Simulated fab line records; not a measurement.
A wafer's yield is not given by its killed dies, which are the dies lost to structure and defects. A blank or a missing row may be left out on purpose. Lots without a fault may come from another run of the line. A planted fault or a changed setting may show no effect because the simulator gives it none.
fab line records -- flow n5_finfet -- part 1 of 2: steps 1 to 19 of 32
record lots=5, wafers=15, last_day=17
route steps=1938 shown BEOL_M3@938
lots untouched by any fault: they come from a run of this same line in which no faults occurred
start_h: the number of hours between the record's first day and the start of the first shown wafer of the lot -- wait_h: how many hours have passed since the lot's step before this one -- " the same as in the row above -- L1.1+2: a row that stands for several wafers -- - no value, or no start given -- * or withheld: withheld -- < > ~ a bound
route shown NAME@n: names a module that has steps shown in the file, with the first one's number in the route -- usual: average and standard deviation across the fault-free wafers -- same: alike in all rows -- chamber/n: place in a boat -- sites: per-site readings -- _std_site: their standard deviation -- _edge_site: mean of outer sites minus mean of inner sites -- radius_mm: for every site, how far away it sits from the centre of the wafer -- mask NAME#n: copy n -- behind: the last tool/chamber to shape the wafer -- hold: what put the lot on hold/how long, in hours/how the hold closed -- device: names the non-switching transistor (n, p or np) -- end of line: the same wafers' tests at the end of the route -- a step with no rows: only its recipe -- killed: count of dies lost to structure and defects at first sort (not the wafer's yield) -- map: a wafer's dies, x killed, . not, _ none there
set.NAME: setting as actually run; set.NAME@STEP: the setting as run at that earlier step -- model.NAME: the simulator's own value behind a step, which no gauge read
lots at selected steps of the route; one table per step, one row per wafer
services: a tool's chamber out of use, with start hour (start_h, from the record's first day; less than 0 if before it), hours out, and reason
## steps
# step N5_BEOL_M3_COAT_05
# recipe resist=CAR-EUV, spin_rpm=1500, resist_thk_nm=30
lot.wafer,tool,chamber,start_h,wait_h
L074.1+2+3,litho_track-04,0,-,-
L075.2+4+5,litho_track-02,0,-,-
L087.4+5+6,litho_track-04,0,-,-
L092.4+5+6,litho_track-04,0,-,-
L093.1+2+5,litho_track-02,0,-,-
# step N5_BEOL_M3_EBR_07
# recipe solvent=PGMEA, ebr_width_mm=1.5
lot.wafer,tool,chamber,start_h,wait_h
L074.1+2+3,litho_track-04,0,-,-
L075.2+4+5,litho_track-02,0,-,-
L087.4+5+6,litho_track-04,0,-,-
L092.4+5+6,litho_track-04,0,-,-
L093.1+2+5,litho_track-02,0,-,-
# step N5_BEOL_M3_SOFTBAKE_06
# recipe temp_c=110, time_s=60, resist=CAR-EUV
lot.wafer,tool,chamber,start_h,wait_h
L074.1+2+3,litho_track-04,0,-,-
L075.2+4+5,litho_track-02,0,-,-
L087.4+5+6,litho_track-04,0,-,-
L092.4+5+6,litho_track-04,0,-,-
L093.1+2+5,litho_track-02,0,-,-
# step N5_BEOL_M3_EXPOSE_08
# recipe mask_id=M3, na=0.33, source_shape=dipole, sigma_inner=0.369, sigma_outer=0.767, polarization=unpolarized, dose_mj=33
# usual stage_msd_nm=0.869/0.0065
# same sigma_inner=0.369
lot.wafer,tool,chamber,start_h,wait_h,mask,stage_msd_nm
L074.1,euv_scanner-02,0,136.08,-,M3#0,0.867
L074.2,euv_scanner-02,0,136.08,-,M3#0,0.859
L074.3,euv_scanner-02,0,136.08,-,M3#0,0.861
L075.2,euv_scanner-02,0,148.64,-,M3#0,0.861
L075.4,euv_scanner-02,0,148.64,-,M3#0,0.863
L075.5,euv_scanner-02,0,148.64,-,M3#0,0.866
L087.4,euv_scanner-02,0,218.44,-,M3#0,0.867
L087.5,euv_scanner-02,0,218.44,-,M3#0,0.865
L087.6,euv_scanner-02,0,218.44,-,M3#0,0.867
L092.4,euv_scanner-02,0,260.28,-,M3#0,0.871
L092.5,euv_scanner-02,0,260.28,-,M3#0,0.877
L092.6,euv_scanner-02,0,260.28,-,M3#0,0.872
L093.1,euv_scanner-01,0,261.95,-,M3#0,0.877
L093.2,euv_scanner-01,0,261.95,-,M3#0,0.881
L093.5,euv_scanner-01,0,261.95,-,M3#0,0.880
# step N5_BEOL_M3_PEB_09
# recipe peb_temp_c=100, peb_time_s=60, resist=CAR-EUV
lot.wafer,tool,chamber,start_h,wait_h
L074.1+2+3,litho_track-03,0,136.14,0.1
L075.2+4+5,litho_track-04,0,148.69,0.0
L087.4+5+6,litho_track-04,0,218.48,0.0
L092.4+5+6,litho_track-04,0,260.32,0.0
L093.1+2+5,litho_track-03,0,262.01,0.1
# step N5_BEOL_M3_DEVELOP_10
# recipe develop_time_s=30, developer=TMAH, resist=CAR-EUV, rinse_liquid=surfactant_rinse, dry=air_spin, dev_temp_c=23
lot.wafer,tool,chamber,start_h,wait_h
L074.1+2+3,litho_track-03,0,-,-
L075.2+4+5,litho_track-04,0,-,-
L087.4+5+6,litho_track-04,0,-,-
L092.4+5+6,litho_track-04,0,-,-
L093.1+2+5,litho_track-03,0,-,-
# step N5_BEOL_M3_CD_MEAS_11
# recipe target_cd_nm=17.05, landing_energy_ev=500, detector=se_inlens, polarity=opening
# usual cd_nm=17.06/0.22
lot.wafer,tool,chamber,start_h,wait_h,cd_nm
L074.1,cd_sem-01,0,136.21,-,16.66
L074.2,cd_sem-01,0,136.21,-,17.08
L074.3,cd_sem-01,0,136.21,-,17.11
L075.2,cd_sem-02,0,148.76,-,17.19
L075.4,cd_sem-02,0,148.76,-,17.30
L075.5,cd_sem-02,0,148.76,-,16.79
L087.4,cd_sem-02,0,218.55,-,16.86
L087.5,cd_sem-02,0,218.55,-,17.20
L087.6,cd_sem-02,0,218.55,-,16.95
L092.4,cd_sem-03,0,260.39,-,17.17
L092.5,cd_sem-03,0,260.39,-,16.91
L092.6,cd_sem-03,0,260.39,-,17.21
L093.1,cd_sem-01,0,262.08,-,16.85
L093.2,cd_sem-01,0,262.08,-,16.76
L093.5,cd_sem-01,0,262.08,-,17.17
# step N5_BEOL_M3_OVL_MEAS_12
# recipe points_per_wafer=522
# usual M3_OVL=0.2/0.67
lot.wafer,tool,chamber,start_h,wait_h,M3_OVL[nm]
L074.1,overlay-01,0,136.24,0.0,0.5
L074.2,overlay-01,0,136.24,0.0,-0.2
L074.3,overlay-01,0,136.24,0.0,1.2
L075.2,overlay-01,0,148.80,0.0,1.3
L075.4,overlay-01,0,148.80,0.0,0.8
L075.5,overlay-01,0,148.80,0.0,0.8
L087.4,overlay-02,0,218.59,0.0,0.5
L087.5,overlay-02,0,218.59,0.0,0.1
L087.6,overlay-02,0,218.59,0.0,0.9
L092.4,overlay-02,0,260.44,0.0,0.6
L092.5,overlay-02,0,260.44,0.0,0.9
L092.6,overlay-02,0,260.44,0.0,0.5
L093.1,overlay-02,0,262.11,0.0,0.3
L093.2,overlay-02,0,262.11,0.0,-0.3
L093.5,overlay-02,0,262.11,0.0,-0.9
# step N5_BEOL_M3_INSPECT_13
# recipe mode=adi, inspect_instrument=brightfield
# usual raw_defect_count=432/85
lot.wafer,tool,chamber,start_h,wait_h,raw_defect_count
L074.1,defect_inspect-02,-,136.30,0.1,455
L074.2,defect_inspect-02,-,136.30,0.1,447
L074.3,defect_inspect-02,-,136.30,0.1,418
L075.2,defect_inspect-01,-,148.86,0.1,342
L075.4,defect_inspect-01,-,148.86,0.1,394
L075.5,defect_inspect-01,-,148.86,0.1,290
L087.4,defect_inspect-02,-,218.63,0.0,395
L087.5,defect_inspect-02,-,218.63,0.0,341
L087.6,defect_inspect-02,-,218.63,0.0,598
L092.4,defect_inspect-02,-,260.48,0.0,443
L092.5,defect_inspect-02,-,260.48,0.0,517
L092.6,defect_inspect-02,-,260.48,0.0,403
L093.1,defect_inspect-01,-,262.17,0.1,344
L093.2,defect_inspect-01,-,262.17,0.1,420
L093.5,defect_inspect-01,-,262.17,0.1,518
# step N5_BEOL_M3_DESCUM_16
# recipe chemistry=O2, time_s=7, source_power_w=50, bias_power_w=20, pressure_mtorr=20, rf_frequency_hz=2.712e+07, temp_c=40, resist=CAR-EUV, o2_flow_sccm=225
# usual drypump_motor_current_A=5.7/0.49, oes_product_au=0.80/0.089, rf_fwd_power_W=49.33/0.19, rf_vpp_V=243.0/1.2, showerhead_plenum_p_Torr=2.08/0.064, temp_c=40.00/0.12, throttle_valve_pct=20.32/0.13
lot.wafer,tool,chamber,start_h,wait_h,drypump_motor_current_A,oes_product_au,rf_fwd_power_W,rf_hours_counter_h,rf_vpp_V,showerhead_plenum_p_Torr,temp_c,throttle_valve_pct
L074.1,rie_diel-02,0,136.33,0.0,5.9,0.72,49.08,206,242.8,2.07,39.95,20.46
L074.2,rie_diel-02,3,136.33,0.0,5.5,0.71,49.41,193,244.8,2.17,40.12,20.43
L074.3,rie_diel-02,3,136.33,0.0,5.6,0.71,49.43,-,244.2,2.17,40.40,20.43
L075.2,rie_diel-02,0,149.27,0.4,5.9,0.72,49.09,210,243.4,2.07,39.96,20.46
L075.4,rie_diel-02,2,149.27,0.4,6.0,0.99,49.43,-,242.2,2.06,40.02,20.41
L075.5,rie_diel-02,0,149.27,0.4,5.9,0.72,49.18,-,240.9,2.07,39.93,20.46
L087.4,rie_diel-06,3,219.06,0.4,5.9,0.83,49.18,-,242.8,2.04,39.91,20.23
L087.5,rie_diel-06,2,219.06,0.4,5.7,0.69,49.17,-,243.0,2.07,39.84,20.22
L087.6,rie_diel-06,0,219.06,0.4,5.8,0.92,49.19,-,242.9,2.06,40.24,20.22
L092.4,rie_diel-06,0,260.51,0.0,5.8,0.91,49.32,41,241.1,2.05,40.12,20.24
L092.5,rie_diel-06,0,260.51,0.0,5.8,0.91,49.19,-,241.6,2.05,39.96,20.21
L092.6,rie_diel-06,1,260.51,0.0,6.6,0.85,49.21,-,245.6,2.20,39.96,20.41
L093.1,rie_diel-06,2,262.25,0.1,5.7,0.67,49.36,246,242.6,2.06,40.03,20.25
L093.2,rie_diel-06,3,262.25,0.1,5.9,0.81,49.26,81,243.3,2.03,40.14,20.24
L093.5,rie_diel-06,1,262.25,0.1,6.6,0.85,49.17,-,245.6,2.20,40.15,20.41
# step N5_BEOL_M3_ETCH_74
# recipe chemistry=N2/H2, target=underlayer, target_depth_a=65, mask_material=CAR-EUV, time_s=5.2, ion_energy_ev=200, pressure_mtorr=30, source_w=840, bias_w=150, n2_flow_sccm=200, h2_flow_sccm=200, ends=cleared
# usual drypump_motor_current_A=5.7/0.49, etch_rf_on_time_s=5.20/0.079, h2_flow_sccm=200.1/0.59, oes_product_au=0.68/0.076, rf_fwd_power_W=819.3/2.5, rf_vpp_V=523.5/2.5, showerhead_plenum_p_Torr=2.52/0.081, throttle_valve_pct=17.75/0.18
lot.wafer,tool,chamber,start_h,wait_h,drypump_motor_current_A,etch_rf_on_time_s,h2_flow_sccm,oes_product_au,rf_fwd_power_W,rf_hours_counter_h,rf_vpp_V,showerhead_plenum_p_Torr,throttle_valve_pct
L074.1,rie_diel-02,0,136.38,0.0,5.9,5.18,200.0,0.62,820.7,206,522.8,2.52,17.90
L074.2,rie_diel-02,3,136.38,0.0,5.6,5.25,200.5,0.60,822.9,193,527.4,2.64,17.97
L074.3,rie_diel-02,3,136.38,0.0,5.6,5.26,200.2,0.59,819.2,-,527.9,2.64,17.98
L075.2,rie_diel-02,0,149.31,0.0,6.0,5.24,199.5,0.60,816.4,210,524.9,2.52,17.90
L075.4,rie_diel-02,2,149.31,0.0,6.0,5.19,200.7,0.83,820.2,-,521.6,2.49,17.70
L075.5,rie_diel-02,0,149.31,0.0,6.0,5.23,199.8,0.61,816.5,-,523.1,2.52,17.91
L087.4,rie_diel-06,3,219.08,0.0,5.9,5.06,200.4,0.72,819.8,-,521.7,2.47,17.60
L087.5,rie_diel-06,2,219.08,0.0,5.7,5.26,199.8,0.58,820.8,-,520.9,2.51,17.74
L087.6,rie_diel-06,0,219.08,0.0,5.8,5.03,200.4,0.80,817.1,-,521.8,2.48,17.49
L092.4,rie_diel-06,0,260.54,0.0,5.8,5.12,200.0,0.77,819.0,41,520.7,2.48,17.53
L092.5,rie_diel-06,0,260.54,0.0,5.8,5.17,200.3,0.76,815.9,-,521.5,2.48,17.51
L092.6,rie_diel-06,1,260.54,0.0,6.6,5.26,199.6,0.73,818.4,-,527.4,2.68,17.90
L093.1,rie_diel-06,2,262.28,0.0,5.6,5.32,200.4,0.58,816.6,246,522.7,2.51,17.75
L093.2,rie_diel-06,3,262.28,0.0,5.9,5.15,200.9,0.70,820.7,81,520.9,2.46,17.64
L093.5,rie_diel-06,1,262.28,0.0,6.6,5.21,200.9,0.72,818.7,-,526.7,2.68,17.89
# step N5_BEOL_M3_ETCH_63
# recipe chemistry=CF4, target=SiARC, target_depth_a=156, mask_material=CAR-EUV, time_s=26, ion_energy_ev=80, pressure_mtorr=40, source_w=545, bias_w=36, Ar_flow_sccm=100, cf4_flow_sccm=100, ends=cleared
# usual drypump_motor_current_A=5.7/0.49, etch_rf_on_time_s=26.0/0.41, oes_product_au=0.68/0.077, rf_fwd_power_W=531.6/1.7, rf_vpp_V=183.9/1.2, showerhead_plenum_p_Torr=2.12/0.065, throttle_valve_pct=15.48/0.16
lot.wafer,tool,chamber,start_h,wait_h,drypump_motor_current_A,etch_rf_on_time_s,oes_product_au,rf_fwd_power_W,rf_hours_counter_h,rf_vpp_V,showerhead_plenum_p_Torr,throttle_valve_pct
L074.1,rie_diel-02,0,136.41,0.0,6.0,26.0,0.61,531.8,206,183.4,2.12,15.69
L074.2,rie_diel-02,3,136.41,0.0,5.6,26.5,0.60,529.8,193,186.5,2.20,15.64
L074.3,rie_diel-02,3,136.41,0.0,5.5,26.5,0.60,532.7,-,184.5,2.20,15.63
L075.2,rie_diel-02,0,149.32,0.0,5.9,26.1,0.61,528.5,210,183.1,2.12,15.69
L075.4,rie_diel-02,2,149.32,0.0,6.0,25.7,0.85,530.0,-,183.4,2.11,15.47
L075.5,rie_diel-02,0,149.32,0.0,6.0,26.0,0.61,530.3,-,185.2,2.12,15.70
L087.4,rie_diel-06,3,219.10,0.0,5.9,25.6,0.72,534.0,-,182.5,2.08,15.34
L087.5,rie_diel-06,2,219.10,0.0,5.7,26.5,0.59,531.9,-,182.6,2.11,15.46
L087.6,rie_diel-06,0,219.10,0.0,5.8,25.8,0.79,531.0,-,183.0,2.10,15.27
L092.4,rie_diel-06,0,260.56,0.0,5.8,25.3,0.77,530.7,41,183.7,2.09,15.33
L092.5,rie_diel-06,0,260.56,0.0,5.8,25.2,0.77,531.1,-,182.3,2.09,15.31
L092.6,rie_diel-06,1,260.56,0.0,6.6,26.4,0.73,535.0,-,184.8,2.25,15.56
L093.1,rie_diel-06,2,262.30,0.0,5.7,26.8,0.58,532.7,246,183.7,2.10,15.48
L093.2,rie_diel-06,3,262.30,0.0,5.9,25.9,0.70,532.0,81,183.3,2.08,15.35
L093.5,rie_diel-06,1,262.30,0.0,6.6,26.7,0.72,529.8,-,186.7,2.25,15.56
# step N5_BEOL_M3_ETCH_64
# recipe chemistry=N2/H2, target=SOC, target_depth_a=750, overetch_a=150, mask_material=SiARC, temp_c=40, time_s=112.5, ion_energy_ev=200, pressure_mtorr=30, source_w=840, bias_w=150, n2_flow_sccm=200, h2_flow_sccm=200
# usual drypump_motor_current_A=5.7/0.49, h2_flow_sccm=200.0/0.58, oes_product_au=0.63/0.067, rf_fwd_power_W=836.0/2.8, rf_vpp_V=523.3/2.4, showerhead_plenum_p_Torr=2.52/0.081, temp_c=40.00/0.11, throttle_valve_pct=17.71/0.18
lot.wafer,tool,chamber,start_h,wait_h,drypump_motor_current_A,h2_flow_sccm,oes_product_au,rf_fwd_power_W,rf_hours_counter_h,rf_vpp_V,showerhead_plenum_p_Torr,temp_c,throttle_valve_pct
L074.1,rie_diel-02,0,136.45,0.0,5.9,200.1,0.57,835.8,206,521.8,2.52,39.70,17.85
L074.2,rie_diel-02,3,136.45,0.0,5.6,200.3,0.56,836.8,193,526.9,2.64,40.25,17.93
L074.3,rie_diel-02,3,136.45,0.0,5.6,200.0,0.56,843.9,-,525.7,2.64,40.20,17.92
L075.2,rie_diel-02,0,149.35,0.0,5.9,198.7,0.57,830.5,211,522.9,2.52,39.83,17.87
L075.4,rie_diel-02,2,149.35,0.0,6.0,200.4,0.77,839.0,-,521.7,2.49,40.05,17.65
L075.5,rie_diel-02,0,149.35,0.0,5.9,199.6,0.56,833.8,-,523.2,2.52,39.85,17.88
L087.4,rie_diel-06,3,219.17,0.1,5.9,199.9,0.66,833.7,-,520.6,2.47,40.08,17.54
L087.5,rie_diel-06,2,219.17,0.1,5.7,200.3,0.55,837.2,-,522.4,2.51,40.16,17.70
L087.6,rie_diel-06,0,219.17,0.1,5.8,200.3,0.72,833.9,-,523.8,2.48,40.17,17.45
L092.4,rie_diel-06,0,260.59,0.0,5.8,200.5,0.70,833.3,41,523.4,2.48,39.96,17.47
L092.5,rie_diel-06,0,260.59,0.0,5.8,200.6,0.70,830.1,-,522.2,2.48,39.88,17.47
L092.6,rie_diel-06,1,260.59,0.0,6.7,199.0,0.67,831.6,-,528.4,2.68,39.99,17.82
L093.1,rie_diel-06,2,262.33,0.0,5.6,200.0,0.54,836.1,246,523.1,2.51,39.92,17.73
L093.2,rie_diel-06,3,262.33,0.0,5.9,200.1,0.64,833.8,81,519.4,2.46,39.94,17.58
L093.5,rie_diel-06,1,262.33,0.0,6.6,201.9,0.67,832.5,-,528.7,2.68,39.90,17.84
# step N5_BEOL_M3_STRIP_65
# recipe chemistry=N2/H2, temp_c=40, n2_flow_sccm=200, h2_flow_sccm=200, rf_frequency_hz=6e+07
lot.wafer,tool,chamber,start_h,wait_h
L074.1+2+3,rie_diel-02,"0,3,3",136.61,0.1
L075.2+4+5,rie_diel-02,"0,2,0",149.46,0.1
L087.4+5+6,rie_diel-06,"3,2,0",219.23,0.0
L092.4+5+6,rie_diel-06,"0,0,1",260.70,0.1
L093.1+2+5,rie_diel-06,"2,3,1",262.44,0.1
# step N5_BEOL_M3_STRIP_75
# recipe chemistry=N2/H2, temp_c=40, n2_flow_sccm=200, h2_flow_sccm=200, rf_frequency_hz=6e+07
lot.wafer,tool,chamber,start_h,wait_h
L074.1+2+3,rie_diel-02,"0,3,3",136.63,0.0
L075.2+4+5,rie_diel-02,"0,2,0",149.47,0.0
L087.4+5+6,rie_diel-06,"3,2,0",219.24,0.0
L092.4+5+6,rie_diel-06,"0,0,1",260.71,0.0
L093.1+2+5,rie_diel-06,"2,3,1",262.45,0.0
# step N5_BEOL_M3_STRIP_66
# recipe chemistry=CF4, resist=SiARC, power_w=300, bias_power_w=75, pressure_mtorr=50, cf4_flow_sccm=150, rf_frequency_hz=6e+07
# usual drypump_motor_current_A=5.7/0.49, oes_product_au=0.79/0.084, rf_fwd_power_W=292.7/0.83, rf_vpp_V=271.0/1.5, showerhead_plenum_p_Torr=1.78/0.052, throttle_valve_pct=13.46/0.16
lot.wafer,tool,chamber,start_h,wait_h,drypump_motor_current_A,oes_product_au,rf_fwd_power_W,rf_hours_counter_h,rf_vpp_V,showerhead_plenum_p_Torr,throttle_valve_pct
L074.1,rie_diel-02,0,136.64,0.0,6.0,0.71,292.9,206,270.6,1.77,13.67
L074.2,rie_diel-02,3,136.64,0.0,5.6,0.70,293.1,193,271.2,1.85,13.65
L074.3,rie_diel-02,3,136.64,0.0,5.6,0.69,292.8,-,273.2,1.85,13.64
L075.2,rie_diel-02,0,149.48,0.0,5.9,0.71,293.7,211,270.3,1.77,13.68
L075.4,rie_diel-02,2,149.48,0.0,6.0,0.96,292.4,-,269.5,1.77,13.41
L075.5,rie_diel-02,0,149.48,0.0,5.9,0.71,294.2,-,270.0,1.77,13.67
L087.4,rie_diel-06,3,219.26,0.0,5.9,0.83,292.9,-,270.9,1.74,13.29
L087.5,rie_diel-06,2,219.26,0.0,5.7,0.69,292.5,-,270.9,1.77,13.49
L087.6,rie_diel-06,0,219.26,0.0,5.7,0.90,292.7,-,271.6,1.76,13.23
L092.4,rie_diel-06,0,260.72,0.0,5.8,0.88,292.1,41,271.1,1.75,13.30
L092.5,rie_diel-06,0,260.72,0.0,5.8,0.87,292.3,-,270.3,1.75,13.28
L092.6,rie_diel-06,1,260.72,0.0,6.6,0.84,291.1,-,274.8,1.88,13.51
L093.1,rie_diel-06,2,262.46,0.0,5.7,0.68,293.6,246,269.9,1.76,13.51
L093.2,rie_diel-06,3,262.46,0.0,5.9,0.81,292.8,81,271.5,1.74,13.33
L093.5,rie_diel-06,1,262.46,0.0,6.6,0.84,292.1,-,273.7,1.88,13.51
# step N5_BEOL_M3_HM_OPEN_17
# recipe chemistry=Cl2/BCl3, target_depth_a=200, overetch_a=60, target=TiN, mask_material=SOC, ion_energy_ev=150, pressure_mtorr=10, icp_w=1000, bias_w=126, Cl2_flow_sccm=53.25, bcl3_flow_sccm=21.75, Ar_flow_sccm=25
# usual drypump_motor_current_A=5.6/0.42, mfc_cl2_sccm=53.26/0.14, oes_product_au=0.63/0.07, rf_fwd_power_W=993/3.2, throttle_valve_pct=22.09/0.12
lot.wafer,tool,chamber,start_h,wait_h,drypump_motor_current_A,mfc_cl2_sccm,oes_product_au,rf_fwd_power_W,rf_hours_counter_h,throttle_valve_pct
L074.1,rie_metal-03,0,136.69,0.0,5.8,53.21,0.63,990,60,22.23
L074.2,rie_metal-03,1,136.69,0.0,5.2,53.25,0.61,993,75,22.03
L074.3,rie_metal-03,0,136.69,0.0,5.8,53.34,0.63,994,-,22.22
L075.2,rie_metal-03,0,149.52,0.0,5.8,53.45,0.63,993,61,22.21
L075.4,rie_metal-03,0,149.52,0.0,5.8,53.34,0.63,989,-,22.23
L075.5,rie_metal-03,0,149.52,0.0,5.8,53.11,0.63,996,-,22.23
L087.4,rie_metal-03,0,219.32,0.1,5.8,53.43,0.61,989,-,22.26
L087.5,rie_metal-03,0,219.32,0.1,5.8,53.16,0.62,994,-,22.25
L087.6,rie_metal-03,1,219.32,0.1,5.1,53.24,0.59,992,-,22.02
L092.4,rie_metal-03,0,260.79,0.1,5.8,53.21,0.60,991,-,22.26
L092.5,rie_metal-03,0,260.79,0.1,5.8,53.17,0.60,990,-,22.26
L092.6,rie_metal-03,1,260.79,0.1,5.2,53.36,0.58,994,-,22.05
L093.1,rie_metal-01,1,262.50,0.0,5.2,53.37,0.55,994,111,22.07
L093.2,rie_metal-01,0,262.50,0.0,6.0,53.56,0.64,994,62,22.16
L093.5,rie_metal-01,1,262.50,0.0,5.2,53.22,0.54,987,-,22.07
# step N5_BEOL_M3_STRIP_19
# recipe chemistry=O2, power_w=400, temp_c=40, pressure_mtorr=30, rf_frequency_hz=6e+07, bias_power_w=0, overash_fraction=0.2, o2_flow_sccm=225
# usual drypump_motor_current_A=5.8/0.39, oes_product_au=0.81/0.099, rf_vpp_V=3.6/0.51, showerhead_plenum_p_Torr=2.09/0.058, temp_c=40.01/0.11, throttle_valve_pct=16.58/0.14
lot.wafer,tool,chamber,start_h,wait_h,drypump_motor_current_A,oes_product_au,rf_hours_counter_h,rf_vpp_V,showerhead_plenum_p_Torr,temp_c,throttle_valve_pct
L074.1,rie_diel-02,3,136.80,0.1,5.5,0.71,193,3.4,2.17,40.08,16.72
L074.2,rie_diel-02,0,136.80,0.1,5.9,0.73,206,3.3,2.08,40.20,16.73
L074.3,rie_diel-02,3,136.80,0.1,5.6,0.70,-,3.5,2.17,39.91,16.74
L075.2,rie_diel-06,1,149.78,0.2,6.6,0.89,39,3.2,2.22,39.86,16.57
L075.4,rie_diel-06,3,149.78,0.2,5.9,0.86,-,3.5,2.05,40.12,16.39
L075.5,rie_diel-06,0,149.78,0.2,5.8,1.00,-,2.7,2.07,40.01,16.39
L087.4,rie_diel-06,3,219.55,0.2,5.9,0.83,-,3.7,2.04,40.05,16.44
L087.5,rie_diel-06,0,219.55,0.2,5.8,0.92,-,4.1,2.06,39.98,16.43
L087.6,rie_diel-06,2,219.55,0.2,5.6,0.68,-,3.2,2.07,39.89,16.53
L092.4,rie_diel-01,2,261.15,0.3,5.0,0.79,100,3.7,2.04,40.14,16.50
L092.5,rie_diel-01,0,261.15,0.3,5.7,0.73,-,3.0,2.18,39.93,16.87
L092.6,rie_diel-01,1,261.15,0.3,5.8,0.73,-,4.4,2.00,40.03,16.45
L093.1,rie_diel-06,2,262.61,0.1,5.6,0.67,246,3.6,2.06,39.94,16.55
L093.2,rie_diel-06,0,262.61,0.1,5.8,0.89,42,3.8,2.06,40.05,16.45
L093.5,rie_diel-06,3,262.61,0.1,5.9,0.80,-,3.3,2.04,40.20,16.47
# step N5_BEOL_M3_CD_MEAS_18
# recipe pitch_nm=36, target_cd_nm=18
# usual cd_nm=18.03/0.27
lot.wafer,tool,chamber,start_h,wait_h,cd_nm
L074.1,cd_sem-01,-,136.89,0.1,17.51
L074.2,cd_sem-01,-,136.89,0.1,17.85
L074.3,cd_sem-01,-,136.89,0.1,17.85
L075.2,cd_sem-03,-,149.85,0.1,17.98
L075.4,cd_sem-03,-,149.85,0.1,17.97
L075.5,cd_sem-03,-,149.85,0.1,17.62
L087.4,cd_sem-01,-,219.61,0.0,18.05
L087.5,cd_sem-01,-,219.61,0.0,17.44
L087.6,cd_sem-01,-,219.61,0.0,17.80
L092.4,cd_sem-03,-,261.23,0.1,18.45
L092.5,cd_sem-03,-,261.23,0.1,18.27
L092.6,cd_sem-03,-,261.23,0.1,17.95
L093.1,cd_sem-03,-,262.68,0.0,17.82
L093.2,cd_sem-03,-,262.68,0.0,17.96
L093.5,cd_sem-03,-,262.68,0.0,18.04
